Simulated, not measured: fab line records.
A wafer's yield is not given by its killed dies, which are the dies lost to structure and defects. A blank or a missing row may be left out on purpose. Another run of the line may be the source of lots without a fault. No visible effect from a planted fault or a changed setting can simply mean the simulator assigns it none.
Which tool is to blame?	flow n5-finfet	Sampling: 24 lots, 72 wafers, 5 of 1938 route steps

WHAT THE GAUGES READ, wafer by wafer
N5_DUMMY_GATE_OVL_MEAS_16. Usual: for GATE_OVL the level is 0.0 nm and the standard deviation is 0.61.
lot	measured	on	GATE_OVL (nm)	flag
L074	day 2 23:08	overlay-01	-0.3 0.7 0.8	
L075	day 3 07:26	overlay-01	0.3 0.4 0.6	
L076	day 3 11:37	overlay-02	0.2 0.9 1.3	
L077	day 3 21:11	overlay-02	0.8 0.3 0.7	
L078	day 3 23:39	overlay-02	0.0 0.5 -0.3	
L079	day 4 05:42	overlay-02	0.8 0.1 0.2	
L080	day 4 11:10	overlay-02	0.9 0.5 0.8	
L081	day 4 18:33	overlay-02	-0.1 0.9 0.5	
L082	day 5 01:20	overlay-02	-1.3 0.0 -0.6	
L083	day 5 11:04	overlay-02	-0.5 -0.3 -0.2	
L084	day 5 13:18	overlay-02	-0.7 -0.9 -0.7	
L085	day 5 21:22	overlay-01	0.1 0.0 0.2	
L086	day 6 00:13	overlay-02	0.5 -0.1 0.0	
L087	day 6 07:14	overlay-01	-0.9 -0.6 -1.1	
L088	day 6 12:02	overlay-02	0.2 -0.4 0.4	
L089	day 6 16:11	overlay-02	0.5 -0.2 -0.5	
L090	day 6 22:43	overlay-02	-0.1 -0.2 -0.5	
L091	day 7 04:59	overlay-02	0.6 0.1 -0.5	
L092	day 7 11:34	overlay-01	0.4 -0.4 -0.3	
L093	day 7 15:51	overlay-02	0.2 0.8 -0.7	
L094	day 8 00:55	overlay-02	-0.2 -0.1 -0.6	
L095	day 8 04:06	overlay-01	0.7 0.3 -0.1	
L096	day 8 09:38	overlay-02	1.5 0.9 0.0	
L097	day 8 16:12	overlay-01	-0.3 -0.4 0.9	

WHAT TOOL EACH LOT RAN ON (gives the tool, then ch and the chambers of the sampled wafers, and finally the start)
lot	N5_FIN_SAQP_MANDREL_ETCH_22	N5_FIN_SAQP_MANDREL_ETCH_58	N5_FIN_CUT_ETCH_20	N5_FIN_CUT_PRECLEAN_35
L074	rie-si-01 ch 0,1,2, day 1 22:32	rie-si-06 ch 1,2,3, day 2 00:40	rie-diel-01 ch 0,1, day 2 03:05	vapor-etch-02 ch 0,1, day 2 03:35
L075	rie-si-06 ch 0,3, day 2 06:00	rie-si-06 ch 0,1,2, day 2 08:16	rie-diel-05 ch 0,1, day 2 10:48	vapor-etch-01 ch 0,1, day 2 11:32
L076	rie-si-01 ch 1,2,3, day 2 10:45	rie-si-02 ch 0,1,3, day 2 12:55	rie-diel-01 ch 0,1, day 2 16:28	vapor-etch-02 ch 0,1, day 2 16:59
L077	rie-si-01 ch 0,1, day 2 18:31	rie-si-02 ch 1,3, day 2 20:48	rie-diel-05 ch 0,1, day 3 00:04	vapor-etch-01 ch 0, day 3 00:36
L078	rie-si-06 ch 0,2,3, day 2 23:08	rie-si-01 ch 0,1,2, day 3 01:25	rie-diel-04 ch 0,2,3, day 3 04:49	vapor-etch-02 ch 0,1, day 3 05:26
L079	rie-si-01 ch 0,1, day 3 04:38	rie-si-01 ch 0,1,2, day 3 07:13	rie-diel-04 ch 0,1, day 3 09:43	vapor-etch-02 ch 0,1, day 3 10:14
L080	rie-si-02 ch 0,1, day 3 11:12	rie-si-02 ch 0,1, day 3 13:13	rie-diel-01 ch 0,1,2, day 3 16:50	vapor-etch-02 ch 0,1, day 3 17:20
L081	rie-si-01 ch 1,2, day 3 17:22	rie-si-02 ch 1,3, day 3 19:40	rie-diel-05 ch 0,2,3, day 3 22:35	vapor-etch-02 ch 0,1, day 3 23:05
L082	rie-si-06 ch 1,3, day 3 22:23	rie-si-06 ch 0,3, day 4 00:55	rie-diel-05 ch 0,1,2, day 4 03:42	vapor-etch-01 ch 0, day 4 04:12
L083	rie-si-02 ch 1,2,3, day 4 04:35	rie-si-02 ch 1,3, day 4 07:28	rie-diel-05 ch 0,3, day 4 10:12	vapor-etch-02 ch 0,1, day 4 10:42
L084	rie-si-01 ch 2,3, day 4 11:30	rie-si-02 ch 0,1,2, day 4 13:29	rie-diel-05 ch 0,2,3, day 4 16:08	vapor-etch-01 ch 0, day 4 16:38
L085	rie-si-02 ch 1,3, day 4 18:33	rie-si-01 ch 2,3, day 4 21:44	rie-diel-04 ch 0,1,2, day 5 02:05	vapor-etch-02 ch 0,1, day 5 02:53
L086	rie-si-02 ch 1,2, day 4 23:20	rie-si-02 ch 1,2,3, day 5 01:40	rie-diel-05 ch 0,1,3, day 5 04:08	vapor-etch-01 ch 0, day 5 04:39
L087	rie-si-01 ch 0,1,2, day 5 05:16	rie-si-02 ch 1,3, day 5 07:32	rie-diel-05 ch 0,2, day 5 12:18	vapor-etch-02 ch 0,1, day 5 12:49
L088	rie-si-01 ch 1,2,3, day 5 12:33	rie-si-02 ch 0,1, day 5 14:46	rie-diel-04 ch 0,3, day 5 17:31	vapor-etch-02 ch 0,1, day 5 18:01
L089	rie-si-01 ch 0,2,3, day 5 16:12	rie-si-01 ch 0,1,3, day 5 18:33	rie-diel-04 ch 1,3, day 5 21:44	vapor-etch-02 ch 0,1, day 5 22:14
L090	rie-si-06 ch 0,1,2, day 5 22:02	rie-si-06 ch 0,3, day 6 00:18	rie-diel-05 ch 1,2,3, day 6 03:40	vapor-etch-01 ch 0, day 6 04:10
L091	rie-si-01 ch 1,2,3, day 6 05:12	rie-si-01 ch 1,3, day 6 07:43	rie-diel-04 ch 0,3, day 6 10:41	vapor-etch-01 ch 0, day 6 11:21
L092	rie-si-02 ch 0,2, day 6 11:07	rie-si-01 ch 0,1,3, day 6 13:28	rie-diel-05 ch 0,2,3, day 6 16:38	vapor-etch-02 ch 0,1, day 6 17:08
L093	rie-si-06 ch 2,3, day 6 16:17	rie-si-06 ch 0,1, day 6 18:36	rie-diel-04 ch 2,3, day 6 21:25	vapor-etch-02 ch 0,1, day 6 21:56
L094	rie-si-02 ch 1,2,3, day 6 22:25	rie-si-06 ch 0,1,2, day 7 00:22	rie-diel-01 ch 1,2, day 7 03:24	vapor-etch-01 ch 0,1, day 7 03:54
L095	rie-si-02 ch 0,2,3, day 7 04:12	rie-si-06 ch 0,1,3, day 7 06:08	rie-diel-04 ch 0,2,3, day 7 08:41	vapor-etch-02 ch 0,1, day 7 09:11
L096	rie-si-02 ch 0,2,3, day 7 10:19	rie-si-02 ch 0,1,3, day 7 12:46	rie-diel-05 ch 0,2,3, day 7 15:21	vapor-etch-02 ch 0,1, day 7 15:50
L097	rie-si-02 ch 0,3, day 7 16:15	rie-si-06 ch 0,1,2, day 7 18:23	rie-diel-05 ch 1,2, day 7 21:08	vapor-etch-01 ch 0,1, day 7 21:40
- N5_FIN_SAQP_MANDREL_ETCH_22: etches a-Si in HBr/Cl2, stops on SiNx, target depth 60 nm, bt time 10 s, time 30 s.
- N5_FIN_SAQP_MANDREL_ETCH_58: etches a-Si in HBr/Cl2, stops on SiNx, target depth 45 nm, bt time 10 s, time 27 s.
- N5_FIN_CUT_ETCH_20: etches SiARC in CF4, target depth 26 nm, time 43.3 s.
- N5_FIN_CUT_PRECLEAN_35: cleans in vHF, time 13.3 s.

WHAT THE TOOLS THEMSELVES READ (means of the sampled wafers that have a number; where no wafer has one, the mark that the record gives instead)
N5_FIN_SAQP_MANDREL_ETCH_22. Usual: drypump-motor-current-A 5.6 A, standard deviation 0.43; oes-product-au 0.763 a.u., standard deviation 0.013; throttle-valve-pct 35.3 %, standard deviation 0.32.
lot	tool	drypump-motor-current-A (A)	oes-product-au (a.u.)	throttle-valve-pct (%)	flag
L074	rie-si-01	5.6	0.751	35.2	
L075	rie-si-06	5.7	0.780	35.2	
L076	rie-si-01	5.5	0.762	35.3	
L077	rie-si-01	6.1	0.747	35.1	
L078	rie-si-06	5.9	0.761	35.3	
L079	rie-si-01	6.1	0.758	35.0	
L080	rie-si-02	5.5	0.766	34.9	
L081	rie-si-01	5.6	0.756	35.2	
L082	rie-si-06	5.4	0.773	35.4	
L083	rie-si-02	5.6	0.763	35.6	
L084	rie-si-01	5.3	0.775	35.3	
L085	rie-si-02	5.6	0.762	35.5	
L086	rie-si-02	5.5	0.756	35.3	
L087	rie-si-01	5.6	0.758	35.2	
L088	rie-si-01	5.5	0.765	35.3	
L089	rie-si-01	5.5	0.753	35.2	
L090	rie-si-06	5.5	0.758	35.1	
L091	rie-si-01	5.5	0.768	35.3	
L092	rie-si-02	5.6	0.772	35.2	
L093	rie-si-06	6.1	0.777	35.5	
L094	rie-si-02	5.6	0.763	35.6	
L095	rie-si-02	5.6	0.775	35.5	
L096	rie-si-02	5.6	0.769	35.5	
L097	rie-si-02	5.6	0.775	35.5	

N5_FIN_SAQP_MANDREL_ETCH_58. Usual: drypump-motor-current-A 5.6 A, standard deviation 0.4; oes-product-au 0.694 a.u., standard deviation 0.01; throttle-valve-pct 35.5 %, standard deviation 0.35.
lot	tool	drypump-motor-current-A (A)	oes-product-au (a.u.)	throttle-valve-pct (%)	flag
L074	rie-si-06	5.7	0.703	35.6	
L075	rie-si-06	5.5	0.701	35.3	
L076	rie-si-02	5.5	0.697	35.4	
L077	rie-si-02	5.6	0.691	35.7	
L078	rie-si-01	5.6	0.685	35.4	
L079	rie-si-01	5.6	0.679	35.4	
L080	rie-si-02	5.5	0.697	35.2	
L081	rie-si-02	5.6	0.692	35.7	
L082	rie-si-06	6.0	0.700	35.7	
L083	rie-si-02	5.6	0.690	35.7	
L084	rie-si-02	5.5	0.688	35.5	
L085	rie-si-01	5.0	0.691	35.6	
L086	rie-si-02	5.6	0.695	35.8	
L087	rie-si-02	5.5	0.686	35.5	
L088	rie-si-02	5.5	0.695	35.2	
L089	rie-si-01	6.0	0.686	35.3	
L090	rie-si-06	5.8	0.695	35.4	
L091	rie-si-01	5.8	0.709	35.4	
L092	rie-si-01	6.0	0.687	35.4	
L093	rie-si-06	5.4	0.690	35.3	
L094	rie-si-06	5.5	0.697	35.3	
L095	rie-si-06	5.6	0.696	35.5	
L096	rie-si-02	5.5	0.699	35.4	
L097	rie-si-06	5.5	0.691	35.3	

N5_FIN_CUT_ETCH_20. Usual: drypump-motor-current-A 5.5 A, standard deviation 0.49; etch-rf-on-time-s 42.6 s, standard deviation 0.74; oes-product-au 0.69 a.u., standard deviation 0.074; rf-vpp-V 184.0 V, standard deviation 1.2; showerhead-plenum-p-Torr 2.15 Torr, standard deviation 0.067; throttle-valve-pct 15.69 %, standard deviation 0.22.
lot	tool	drypump-motor-current-A (A)	etch-rf-on-time-s (s)	oes-product-au (a.u.)	rf-vpp-V (V)	showerhead-plenum-p-Torr (Torr)	throttle-valve-pct (%)	flag
L074	rie-diel-01	6.2	40.8	0.65	185.2	2.22	15.67	
L075	rie-diel-05	5.5	42.5	0.77	185.7	2.26	15.70	
L076	rie-diel-01	6.1	41.7	0.63	185.0	2.22	15.88	
L077	rie-diel-05	5.1	42.6	0.71	184.5	2.25	15.72	
L078	rie-diel-04	5.7	43.0	0.65	183.4	2.12	15.75	
L079	rie-diel-04	5.7	43.1	0.73	183.3	2.11	15.59	
L080	rie-diel-01	5.8	41.7	0.69	185.4	2.21	15.64	
L081	rie-diel-05	5.1	42.2	0.71	182.7	2.14	15.58	
L082	rie-diel-05	5.4	42.9	0.70	184.7	2.19	15.67	
L083	rie-diel-05	4.9	42.5	0.74	183.6	2.15	15.52	
L084	rie-diel-05	5.1	42.5	0.70	184.7	2.14	15.59	
L085	rie-diel-04	5.7	42.7	0.69	183.9	2.10	15.62	
L086	rie-diel-05	5.2	42.5	0.74	184.7	2.20	15.62	
L087	rie-diel-05	5.0	43.0	0.64	184.6	2.17	15.73	
L088	rie-diel-04	5.8	42.9	0.62	182.4	2.14	15.99	
L089	rie-diel-04	5.8	42.6	0.67	184.1	2.12	15.87	
L090	rie-diel-05	5.5	42.2	0.74	183.9	2.15	15.58	
L091	rie-diel-04	5.8	42.5	0.62	183.2	2.14	16.01	
L092	rie-diel-05	5.1	42.4	0.69	182.8	2.13	15.64	
L093	rie-diel-04	5.6	42.9	0.66	183.8	2.09	15.68	
L094	rie-diel-01	5.5	41.6	0.71	184.7	2.19	15.47	
L095	rie-diel-04	5.7	43.1	0.63	184.0	2.11	15.82	
L096	rie-diel-05	5.1	43.0	0.68	183.2	2.13	15.64	
L097	rie-diel-05	5.8	41.9	0.73	184.2	2.20	15.70	

N5_FIN_CUT_PRECLEAN_35. Usual: 6.09 A for drypump-motor-current-A, sd 0.23.
lot	tool	drypump-motor-current-A (A)	flag
L074	vapor-etch-02	5.96	
L075	vapor-etch-01	5.90	
L076	vapor-etch-02	6.10	
L077	vapor-etch-01	6.24	
L078	vapor-etch-02	6.12	
L079	vapor-etch-02	6.09	
L080	vapor-etch-02	6.11	
L081	vapor-etch-02	5.95	
L082	vapor-etch-01	6.28	
L083	vapor-etch-02	6.13	
L084	vapor-etch-01	6.29	
L085	vapor-etch-02	5.97	
L086	vapor-etch-01	6.31	
L087	vapor-etch-02	6.10	
L088	vapor-etch-02	5.95	
L089	vapor-etch-02	5.96	
L090	vapor-etch-01	6.29	
L091	vapor-etch-01	6.28	
L092	vapor-etch-02	6.10	
L093	vapor-etch-02	5.96	
L094	vapor-etch-01	5.90	
L095	vapor-etch-02	6.12	
L096	vapor-etch-02	6.11	
L097	vapor-etch-01	6.10	

THE ANSWER, worked out from the rows above alone
Rule: a lot counts as off when the mean over its wafers that have a number is more than 3 standard deviations away from the usual mean. A lot without any number at a reading at which 4 lots or more have one is off too. The other lots that the step has rows for count as sound. The gauges are gone through in route order, then the tools' own readings, and for those a lot's mean is taken as printed above. At the first step where some lot is off, the reading lying furthest off is the one used; lots without a number count as furthest.
None of the lots is off at any reading shown; this tells nothing.

WHAT WAS PUT IN BY THE SIMULATOR
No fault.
